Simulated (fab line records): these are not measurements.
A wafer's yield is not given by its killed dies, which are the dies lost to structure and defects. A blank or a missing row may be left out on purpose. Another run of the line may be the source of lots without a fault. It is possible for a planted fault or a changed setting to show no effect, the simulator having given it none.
fab line records	flow n5Finfet	part 1 of 2: steps 1 to 40 of 41
record: lots: 6	wafers: 17	lastDay: 17
route steps=1938 shown BEOL_M13@1673 BEOL_M15@1830
lots untouched by any fault: they come from a run of this same line in which no faults occurred
startH: the number of hours between the record's first day and the start of the first shown wafer of the lot	waitH: hours since the lot's step before	" same as the row above	L1.1+2: several wafers, shown together as one row	- no value present, or no start provided	* or withheld: withheld	< > ~ a bound
route shown NAME@n: NAME is a module with steps in the file, n the number in the route of the first one	usual: the fault-free wafers' mean and standard deviation	same: alike in all rows	chamber/n: place in a boat	sites: each site's reading	_std_site: the standard deviation of these	_edge_site: the outer-site mean with the inner-site mean subtracted	radiusMm: for every site, how far away it sits from the centre of the wafer	mask NAME#n: copy n	behind: tool/chamber where the wafer was last shaped	hold: what put the lot on hold/how long, in hours/how the hold closed	device: transistor that didn't switch, given as n, p or np	end of line: at the end of the route, the tests of the same wafers	where a step has no rows: the recipe by itself	killed: at the first sort, the dies lost to defects and structure; wafer yield is something else	map: shows each die of a wafer: x if killed, . if not, _ if none is there
set.NAME: the run value of the setting; set.NAME@STEP: its run value at that earlier step	model.NAME: the simulator's own value behind a step, which no gauge read
lots at selected steps of the route; one table per step, one row per wafer
services: when a tool's chamber went out of use (startH, in hours from the record's first day, below 0 if earlier), for how many hours, and the reason
== steps ==
step: N5_BEOL_M13_ETCH_59
recipe: chemistry: N2/H2	target: BARC	targetDepthA: 890	overetchA: 267	timeS: 67.9	ionEnergyEv: 200	pressureMtorr: 30	sourceW: 840	biasW: 150	n2FlowSccm: 200	h2FlowSccm: 200
step: N5_BEOL_M13_VIA_ETCH_16
recipe: chemistry: C4F8/O2/Ar	target: SiOC	pressureMtorr: 30	sourceW: 3000	biasW: 700	Ar_flow_sccm: 400	C4F8_flow_sccm: 15	O2_flow_sccm: 8	heInnerTorr: 15	heOuterTorr: 30	targetDepthA: 9217	timeS: withheld	ionEnergyEv: 250	ends: cleared
step: N5_BEOL_M13_STRIP_63
recipe: chemistry: N2/H2	powerW: 1000	tempC: 250	h2Frac: 0.65	overashFraction: 0.3	pressureMtorr: 1000	n2FlowSccm: 1750	h2FlowSccm: 3250
usual: drypumpMotorCurrentA: 6.22/0.29	heaterPowerW: 319/15	oesProductAu: 0.675/0.0051	stripTimeToEndpointS: 28.3/1
lot.wafer	tool	chamber	startH	waitH	drypumpMotorCurrentA	heaterPowerW	oesProductAu	rfHoursCounterH	stripTimeToEndpointS
L369.1	plasmaAsher-01	0	244.09	-	5.72	314	0.673	70	27.2
L369.4	"	1	"	"	5.92	289	0.672	-	26.8
L369.6	"	0	"	"	5.74	310	0.664	-	26.5
L374.3	plasmaAsher-02	1	270.48	-	6.47	313	0.675	-	27.3
L374.4	"	0	"	"	6.39	342	0.676	-	27.6
L374.6	"	1	"	"	6.50	323	0.675	-	26.9
L375.1	plasmaAsher-02	1	278.27	-	6.47	314	0.670	129	29.1
L375.5	"	1	"	"	6.49	318	0.676	-	27.1
L381.1	plasmaAsher-01	0	308.31	-	5.78	325	0.670	83	29.0
L381.2	"	1	"	"	5.91	287	0.678	83	29.1
L381.5	"	1	"	"	5.88	281	0.671	-	28.7
L389.1	plasmaAsher-02	1	355.42	-	6.46	322	0.678	143	29.7
L389.3	"	1	"	"	6.50	328	0.680	-	29.3
L389.5	"	1	"	"	6.43	329	0.680	-	27.2
L391.1	plasmaAsher-02	0	379.33	-	6.39	335	0.670	148	27.4
L391.4	"	0	"	"	6.37	330	0.680	-	26.2
L391.6	"	0	"	"	6.40	336	0.665	-	26.8
step: N5_BEOL_M13_STRIP_64
recipe: chemistry: N2/H2	powerW: 1000	tempC: 250	h2Frac: 0.65	overashFraction: 0.3	pressureMtorr: withheld	n2FlowSccm: 1750	h2FlowSccm: 3250
step: N5_BEOL_M13_STRIP_71
recipe: chemistry: postEtchResidueRemover	timeS: 60	tempC: 25	removerPh: withheld	removerWaterWtPct: withheld	removerFluorideWtPct: withheld
step: N5_BEOL_M13_SRD_72
recipe: timeS: 30	tempC: 23	rinseLiquid: diw	dry: n2Spin	spinRpm: 1500	dryTimeS: 30
step: N5_BEOL_M13_CD_MEAS_17
recipe: targetCdNm: 190	polarity: opening
usual: cdNm: 190.4/1.4
lot.wafer	tool	chamber	startH	waitH	cdNm
L369.1	cdSem-02	-	244.33	0.0	190.2
L369.4	"	-	"	"	190.4
L369.6	"	-	"	"	189.4
L374.3	cdSem-03	-	270.67	0.0	189.9
L374.4	"	-	"	"	189.0
L374.6	"	-	"	"	189.2
L375.1	cdSem-01	-	278.47	0.0	188.2
L375.5	"	-	"	"	188.3
L381.1	cdSem-02	-	308.51	0.0	189.7
L381.2	"	-	"	"	191.0
L381.5	"	-	"	"	190.1
L389.1	cdSem-02	-	355.63	0.0	188.7
L389.3	"	-	"	"	190.8
L389.5	"	-	"	"	191.0
L391.1	cdSem-01	-	379.54	0.0	194.1
L391.4	"	-	"	"	193.0
L391.6	"	-	"	"	193.4
step: N5_BEOL_M13_COAT_65
recipe: resist: SOC	tempC: 250	timeS: 60	spinRpm: 1500	resistThkNm: 350
step: N5_BEOL_M13_COAT_66
recipe: resist: SiARC	tempC: 220	timeS: 60	spinRpm: 1500	resistThkNm: 110
step: N5_BEOL_M13_COAT_22
recipe: spinRpm: 2888	resistThkNm: 300
step: N5_BEOL_M13_EBR_24
recipe: solvent: PGMEA	ebrWidthMm: 1.5
step: N5_BEOL_M13_SOFTBAKE_23
recipe: tempC: 130	timeS: 60
step: N5_BEOL_M13_EXPOSE_25
recipe: maskId: M13	na: 0.93	sourceShape: conventional	sigmaOuter: 0.4	polarization: unpolarized	targetCdNm: 210	doseMj: 22
lot.wafer	tool	chamber	startH	waitH	mask
L369.1+4+6	krfScanner-02	0	244.49	-	M13#0
L374.3+4+6	krfScanner-01	0	270.96	-	M13#0
L375.1+5	krfScanner-01	0	278.63	-	M13#0
L381.1+2+5	krfScanner-02	0	308.67	-	M13#0
L389.1+3+5	krfScanner-02	0	355.79	-	M13#0
L391.1+4+6	krfScanner-01	0	379.82	-	M13#0
step: N5_BEOL_M13_PEB_26
recipe: pebTempC: 130	pebTimeS: 90
step: N5_BEOL_M13_DEVELOP_27
recipe: developTimeS: 45	rinseLiquid: diw	dry: airSpin	devTempC: 21
step: N5_BEOL_M13_HARDBAKE_32
recipe: tempC: 130	timeS: 120
step: N5_BEOL_M13_CD_MEAS_28
recipe: targetCdNm: 209.5	landingEnergyEv: 500	detector: seInlens
usual: cdNm: 209.9/0.9
lot.wafer	tool	chamber	startH	waitH	cdNm
L369.1	cdSem-02	0	244.66	-	210.9
L369.4	"	0	"	"	211.1
L369.6	"	0	"	"	209.8
L374.3	cdSem-02	0	271.13	-	209.3
L374.4	"	0	"	"	211.3
L374.6	"	0	"	"	241.3
L375.1	cdSem-03	0	278.80	-	244.9
L375.5	"	0	"	"	210.6
L381.1	cdSem-01	0	308.84	-	209.0
L381.2	"	0	"	"	208.6
L381.5	"	0	"	"	208.2
L389.1	cdSem-02	0	355.96	-	210.3
L389.3	"	0	"	"	211.0
L389.5	"	0	"	"	211.5
L391.1	cdSem-02	0	379.99	-	208.8
L391.4	"	0	"	"	210.5
L391.6	"	0	"	"	209.8
step: N5_BEOL_M13_OVL_MEAS_29
recipe: pointsPerWafer: 44
usual: M13_OVL: 5/5.1
lot.wafer	tool	chamber	startH	waitH	M13_OVL[nm]
L369.1	overlay-01	0	244.69	0.0	15
L369.4	"	0	"	"	8
L369.6	"	0	"	"	8
L374.3	overlay-01	0	271.15	0.0	3
L374.4	"	0	"	"	2
L374.6	"	0	"	"	4
L375.1	overlay-02	0	278.83	0.0	9
L375.5	"	0	"	"	8
L381.1	overlay-02	0	308.87	0.0	6
L381.2	"	0	"	"	4
L381.5	"	0	"	"	10
L389.1	overlay-02	0	355.99	0.0	8
L389.3	"	0	"	"	13
L389.5	"	0	"	"	10
L391.1	overlay-01	0	380.06	0.1	9
L391.4	"	0	"	"	-6
L391.6	"	0	"	"	-1
step: N5_BEOL_M13_INSPECT_30
recipe: mode: adi	inspectInstrument: macro
usual: rawDefectCount: 1.9/1.2
lot.wafer	tool	chamber	startH	waitH	rawDefectCount
L369.1	defectInspect-01	-	244.72	0.0	2
L369.4	"	-	"	"	3
L369.6	"	-	"	"	2
L374.3	defectInspect-01	-	271.18	0.0	4
L374.4	"	-	"	"	1
L374.6	"	-	"	"	2
L375.1	defectInspect-02	-	278.85	0.0	2
L375.5	"	-	"	"	2
L381.1	defectInspect-01	-	308.89	0.0	4
L381.2	"	-	"	"	2
L381.5	"	-	"	"	1
L389.1	defectInspect-02	-	356.02	0.0	4
L389.3	"	-	"	"	2
L389.5	"	-	"	"	2
L391.1	defectInspect-01	-	380.08	0.0	3
L391.4	"	-	"	"	5
L391.6	"	-	"	"	0
step: N5_BEOL_M13_DESCUM_33
recipe: chemistry: O2	timeS: 7.9	sourcePowerW: 50	biasPowerW: 20	pressureMtorr: 20	rfFrequencyHz: 2.712e+07	tempC: 40	o2FlowSccm: 225
usual: drypumpMotorCurrentA: 5.9/0.44	oesProductAu: 0.80/0.073	rfVppV: 243.4/1.4	showerheadPlenumPTorr: 2.11/0.08	throttleValvePct: 20.39/0.2
same: timeS: 7.9
lot.wafer	tool	chamber	startH	waitH	drypumpMotorCurrentA	oesProductAu	rfHoursCounterH	rfVppV	showerheadPlenumPTorr	throttleValvePct	model.BEOL_M13.cdNm
L369.1	rieDiel-02	0	244.99	0.3	6.0	0.81	92	242.8	2.20	20.14	211.2
L369.4	"	2	"	"	6.2	0.73	208	240.4	1.98	20.78	211
L369.6	"	1	"	"	6.2	0.74	-	245.1	2.17	20.12	209.4
L374.3	rieDiel-02	3	272.29	1.1	5.6	0.89	40	246.0	2.23	20.32	209.4
L374.4	"	0	"	"	6.0	0.80	100	246.4	2.20	20.16	211.4
L374.6	"	3	"	"	5.6	0.89	-	245.6	2.23	20.32	241.2
L375.1	rieDiel-06	3	278.89	0.0	5.9	0.80	111	244.7	2.20	20.22	245.2
L375.5	"	1	"	"	6.2	0.87	-	243.7	2.13	20.13	210.4
L381.1	rieDiel-06	2	308.93	0.0	5.2	0.82	79	242.8	2.12	20.44	209
L381.2	"	0	"	"	5.9	0.93	18	242.1	2.05	20.26	208.6
L381.5	"	1	"	"	6.1	0.86	-	245.4	2.13	20.13	208.2
L389.1	rieDiel-03	3	356.05	0.0	5.3	0.87	44	242.7	2.04	20.44	210.4
L389.3	"	2	"	"	5.3	0.71	195	241.6	2.00	20.59	211
L389.5	"	1	"	"	5.9	0.70	-	244.2	2.16	20.74	211.4
L391.1	rieDiel-03	0	380.28	0.2	6.7	0.81	81	242.9	2.03	20.41	209.2
L391.4	"	1	"	"	5.9	0.69	223	244.6	2.16	20.73	210.6
L391.6	"	2	"	"	5.3	0.71	-	241.8	1.99	20.61	209.6
step: N5_BEOL_M13_ETCH_67
recipe: chemistry: CF4	target: SiARC	targetDepthA: 1430	timeS: 238.3	ionEnergyEv: 80	pressureMtorr: 40	sourceW: 545	biasW: 36	Ar_flow_sccm: 100	cf4FlowSccm: 100	ends: cleared
step: N5_BEOL_M13_ETCH_68
recipe: chemistry: N2/H2	target: SOC	maskMaterial: SiARC	sourceW: 3000	biasW: 350	tempC: 40	timeS: 355	ionEnergyEv: 200	pressureMtorr: 30	n2FlowSccm: 200	h2FlowSccm: 200
usual: drypumpMotorCurrentA: 5.9/0.44	oesProductAu: 0.80/0.073	rfVppV: 524.5/2.8	showerheadPlenumPTorr: 2.56/0.094	throttleValvePct: 17.75/0.26
same: timeS: 355
lot.wafer	tool	chamber	startH	waitH	drypumpMotorCurrentA	oesProductAu	rfHoursCounterH	rfVppV	showerheadPlenumPTorr	throttleValvePct
L369.1	rieDiel-02	0	245.17	0.1	6.0	0.81	92	528.6	2.67	17.44
L369.4	"	2	"	"	6.2	0.74	208	521.6	2.42	18.19
L369.6	"	1	"	"	6.3	0.73	-	526.5	2.65	17.48
L374.3	rieDiel-02	3	272.47	0.1	5.6	0.89	40	528.8	2.70	17.59
L374.4	"	0	"	"	6.1	0.80	101	528.5	2.67	17.47
L374.6	"	3	"	"	5.6	0.89	-	528.2	2.70	17.59
L375.1	rieDiel-06	3	279.07	0.1	5.9	0.80	112	526.9	2.67	17.64
L375.5	"	1	"	"	6.2	0.88	-	526.3	2.58	17.41
L381.1	rieDiel-06	2	309.11	0.1	5.2	0.83	79	525.7	2.56	17.73
L381.2	"	0	"	"	6.0	0.93	18	522.7	2.49	17.56
L381.5	"	1	"	"	6.1	0.86	-	525.5	2.57	17.45
L389.1	rieDiel-03	3	356.23	0.1	5.3	0.86	44	523.3	2.48	17.75
L389.3	"	2	"	"	5.3	0.71	195	521.1	2.43	18.11
L389.5	"	1	"	"	6.0	0.70	-	526.9	2.63	18.20
L391.1	rieDiel-03	0	380.47	0.1	6.7	0.82	81	522.3	2.47	17.77
L391.4	"	1	"	"	5.9	0.70	223	525.2	2.63	18.24
L391.6	"	2	"	"	5.3	0.72	-	520.3	2.43	18.09
step: N5_BEOL_M13_STRIP_69
recipe: chemistry: N2/H2	tempC: 40	n2FlowSccm: 200	h2FlowSccm: 200	rfFrequencyHz: 6e+07
step: N5_BEOL_M13_TRENCH_ETCH_34
recipe: chemistry: C4F8/O2/Ar	target: SiOC	targetDepthA: 4134.7	maskMaterial: SOC	pressureMtorr: 30	sourceW: 3000	biasW: 700	Ar_flow_sccm: 400	C4F8_flow_sccm: 15	O2_flow_sccm: 8	heInnerTorr: 15	heOuterTorr: 30	timeS: 162.6	ionEnergyEv: 250
step: N5_BEOL_M13_STRIP_70
recipe: chemistry: C4F8/O2/Ar	resist: SiARC	rfFrequencyHz: 6e+07
step: N5_BEOL_M13_OCD_MEAS_35
usual: trenchDepthNm: 414/6.3
lot.wafer	tool	chamber	startH	waitH	trenchDepthNm
L369.1	ocd-01	-	245.57	0.0	410
L369.4	"	-	"	"	411
L369.6	"	-	"	"	411
L374.3	ocd-01	-	272.87	0.0	428
L374.4	"	-	"	"	418
L374.6	"	-	"	"	430
L375.1	ocd-02	-	279.47	0.0	406
L375.5	"	-	"	"	411
L381.1	ocd-02	-	309.50	0.0	408
L381.2	"	-	"	"	418
L381.5	"	-	"	"	417
L389.1	ocd-02	-	356.63	0.0	419
L389.3	"	-	"	"	405
L389.5	"	-	"	"	404
L391.1	ocd-01	-	380.86	0.0	418
L391.4	"	-	"	"	406
L391.6	"	-	"	"	409
step: N5_BEOL_M13_STRIP_37
recipe: chemistry: N2/H2	powerW: 1000	tempC: 250	h2Frac: 0.65	overashFraction: 0.3	pressureMtorr: withheld	n2FlowSccm: 1750	h2FlowSccm: 3250
usual: drypumpMotorCurrentA: 6.1/0.31	heaterPowerW: 314/17	oesProductAu: 0.784/0.01
lot.wafer	tool	chamber	startH	waitH	drypumpMotorCurrentA	heaterPowerW	oesProductAu	rfHoursCounterH
L369.1	plasmaAsher-02	0	245.61	0.0	6.4	336	0.784	122
L369.4	"	0	"	"	6.4	326	0.787	-
L369.6	"	0	"	"	6.4	326	0.763	-
L374.3	plasmaAsher-02	0	272.92	0.1	6.4	337	0.767	-
L374.4	"	1	"	"	6.4	326	0.783	-
L374.6	"	0	"	"	6.4	337	0.780	-
L375.1	plasmaAsher-02	0	279.51	0.0	6.4	329	0.793	129
L375.5	"	0	"	"	6.4	333	0.781	-
L381.1	plasmaAsher-01	0	309.54	0.0	5.7	314	0.787	84
L381.2	"	1	"	"	5.9	283	0.780	84
L381.5	"	0	"	"	5.8	318	0.792	-
L389.1	plasmaAsher-01	0	356.67	0.0	5.7	316	0.778	95
L389.3	"	1	"	"	5.9	279	0.800	-
L389.5	"	1	"	"	5.9	284	0.802	-
L391.1	plasmaAsher-02	0	380.90	0.0	6.4	335	0.777	148
L391.4	"	0	"	"	6.4	334	0.774	-
L391.6	"	1	"	"	6.5	320	0.801	-
step: N5_BEOL_M13_ETCH_38
recipe: chemistry: CF4/N2	target: SiCN	targetDepthA: 675	taperDeg: 2	timeS: 71.9	ionEnergyEv: 150	maskMaterial: SiO2	pressureMtorr: 40	sourceW: 430	biasW: 70	Ar_flow_sccm: 100	cf4FlowSccm: 60	n2FlowSccm: 60
usual: drypumpMotorCurrentA: 5.8/0.43	oesProductAu: 0.81/0.077	rfVppV: 382.6/2.1	showerheadPlenumPTorr: 2.22/0.077	throttleValvePct: 15.38/0.21
same: timeS: 71.9
lot.wafer	tool	chamber	startH	waitH	drypumpMotorCurrentA	oesProductAu	rfHoursCounterH	rfVppV	showerheadPlenumPTorr	throttleValvePct	model.BEOL_M13.cdNm
L369.1	rieDiel-06	3	245.81	-	5.8	0.80	103	385.5	2.31	15.18	211.6
L369.4	"	0	"	"	5.9	0.99	1	381.1	2.17	15.16	209.6
L369.6	"	2	"	"	5.2	0.84	-	384.3	2.24	15.33	209.4
L374.3	rieDiel-02	1	273.06	-	6.2	0.71	183	383.9	2.29	15.26	211.6
L374.4	"	3	"	"	5.6	0.89	41	386.1	2.34	15.30	211.2
L374.6	"	3	"	"	5.6	0.89	-	385.1	2.34	15.29	243.4
L375.1	rieDiel-02	3	280.22	-	5.6	0.90	42	384.4	2.34	15.29	244.6
L375.5	"	0	"	"	6.1	0.80	-	385.0	2.31	15.18	210.6
L381.1	rieDiel-06	1	309.63	-	6.1	0.86	54	382.1	2.24	15.16	209.8
L381.2	"	0	"	"	6.0	0.93	19	380.5	2.16	15.21	210.4
L381.5	"	1	"	"	6.2	0.86	-	383.1	2.24	15.17	210.6
L389.1	rieDiel-03	0	360.45	-	6.7	0.82	75	379.7	2.15	15.40	211.2
L389.3	"	3	"	"	5.3	0.86	45	379.3	2.16	15.46	212.4
L389.5	"	3	"	"	5.4	0.87	-	380.1	2.16	15.47	210.8
L391.1	rieDiel-03	3	381.00	-	5.3	0.86	51	381.6	2.16	15.47	208.8
L391.4	"	0	"	"	6.7	0.81	81	380.7	2.15	15.42	209.4
L391.6	"	2	"	"	5.3	0.70	-	378.8	2.11	15.66	209.2
step: N5_BEOL_M13_PRECLEAN_39
recipe: chemistry: residueRemover	timeS: 60	tempC: 40
step: N5_BEOL_M13_SRD_40
recipe: timeS: 30	tempC: 23	rinseLiquid: diw	dry: n2Spin	spinRpm: 1500	dryTimeS: 30
step: N5_BEOL_M13_DEGAS_41
recipe: ambient: vacuum	tempC: 250	timeS: 60
step: N5_BEOL_M13_PRE_CLEAN_42
recipe: gas: H2/He	timeS: 30	tempC: 250
step: N5_BEOL_M13_SPUTTER_43
recipe: material: TaN	targetThkA: 150	tempC: 50	biasV: 168.6	powerW: 15000	chamberPressurePa: 0.12	timeS: 24.19
step: N5_BEOL_M13_SPUTTER_44
recipe: material: Ta	targetThkA: 100	tempC: 50	biasV: 80	powerW: 15000	chamberPressurePa: 0.07	timeS: 16.13
usual: chamberPressurePa: 0.06998/0.00014	throttleValvePct: 29.9/1.2
same: timeS: 16.13
lot.wafer	tool	chamber	startH	waitH	chamberPressurePa	throttleValvePct
L369.1	pvdSputter-02	-	246.47	0.0	0.06976	29.3
L369.4	"	-	"	"	0.07017	29.5
L369.6	"	-	"	"	0.07005	29.5
L374.3	pvdSputter-01	-	274.68	0.0	0.07	30.4
L374.4	"	-	"	"	0.07006	26.6
L374.6	"	-	"	"	0.06971	26.8
L375.1	pvdSputter-02	-	280.95	0.0	0.06994	29.4
L375.5	"	-	"	"	0.06975	30.5
L381.1	pvdSputter-03	-	310.05	0.0	0.07005	31.0
L381.2	"	-	"	"	0.06991	29.2
L381.5	"	-	"	"	0.07017	30.5
L389.1	pvdSputter-02	-	361.20	0.0	0.06999	29.5
L389.3	"	-	"	"	0.07008	30.8
L389.5	"	-	"	"	0.07012	29.5
L391.1	pvdSputter-02	-	381.73	0.0	0.07026	31.0
L391.4	"	-	"	"	0.07001	29.4
L391.6	"	-	"	"	0.06991	29.2
step: N5_BEOL_M13_SPUTTER_45
recipe: material: Cu	targetThkA: 800	tempC: -20	biasV: 60	powerW: 26000	chamberPressurePa: 0.13	timeS: 13.33
step: N5_BEOL_M13_ECD_47
recipe: material: Cu	targetThkA: 9360
step: N5_BEOL_M13_ANNEAL_48
recipe: tempC: 225	timeS: 90	ambient: N2
step: N5_BEOL_M13_CMP_49
recipe: stopOn: SiOC	tOverpolishS: 17.1	downForcePsi: 1	platenRpm: 50	clearingPlatenDownForcePsi: 1.5	clearingPlatenRpm: 50	postCmpClean: cuAlkaline	targetThkNm: 420	clearingPlatenPadVelocityMS: 0.99484	padVelocityMS: 0.99484
usual: barrierFieldEndpointS: 30.2/0.67	motorCurrentA: 6.3/0.52	overpolishRunS: 17.099/0.0093
same: tOverpolishS: 17.1
lot.wafer	tool	chamber	startH	waitH	barrierFieldEndpointS	motorCurrentA	overpolishRunS
L369.4	cmp-03	3	247.12	0.1	29.4	6.6	17.088
L369.1	"	0	"	"	29.7	6.1	17.103
L369.6	"	3	"	"	30.3	6.6	17.115
L374.3	cmp-02	0	275.37	0.2	30.2	6.5	17.110
L374.4	"	1	"	"	30.5	6.1	17.078
L374.6	"	3	"	"	30.1	6.2	17.111
L375.1	cmp-03	1	282.32	0.3	30.8	5.9	17.094
L375.5	"	0	"	"	29.9	6.0	17.104
L381.2	cmp-03	3	310.70	0.2	30.0	6.5	17.091
L381.1	"	0	"	"	30.0	6.1	17.100
L381.5	"	0	"	"	30.1	5.9	17.103
L389.1	cmp-02	0	361.94	0.3	29.7	6.5	17.104
L389.3	"	2	"	"	29.5	5.7	17.092
L389.5	"	0	"	"	29.8	6.3	17.105
L391.1	cmp-01	0	382.65	0.4	30.6	6.6	17.113
L391.4	"	2	"	"	31.0	6.4	17.109
L391.6	"	3	"	"	30.7	5.7	17.099
step: N5_BEOL_M13_PRE_CLEAN_52
recipe: gas: NH3	timeS: 15	tempC: withheld	rfPowerW: 300
step: N5_BEOL_M13_DEP_53
recipe: material: SiCN	targetThkA: 500	tempC: withheld	precursor: 3MS/NH3	pressureTorr: 3	rfW: 675	timeS: 17.8
== key ==
firstSign: step: N5_BEOL_M13_CD_MEAS_28	reading: cdNm	direction: up	sigmas: 37	usual: 209.9	struck: 243.1
effect: step: N5_BEOL_M15_RC_MEAS_101	reading: SERP_M13	direction: down	sigmas: 11	usual: 0.308	struck: 0.246
modelEffect: step: N5_BEOL_M13_DESCUM_33	value: BEOL_M13.cdNm	without: 210.4	struck: 243.2
modelEffect: step: N5_BEOL_M13_ETCH_38	value: BEOL_M13.cdNm	without: 211.3	struck: 244
metAt N5_BEOL_M13_EXPOSE_25
struckWafers L374.6,L375.1
sortLeftOut L374.6,L375.1
fault: kind: processParameterDrift	tool: krfScanner-01	chamber: -	onsetH: 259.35	steps: N5_BEOL_M13_EXPOSE_25	channel: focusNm	offset: 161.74	shape: step	endH: 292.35	scope: struckWafersOnly
sortLeftOut: the simulated sort isn't trusted on such a fault, so these wafers' sort isn't shown, and their yield isn't known
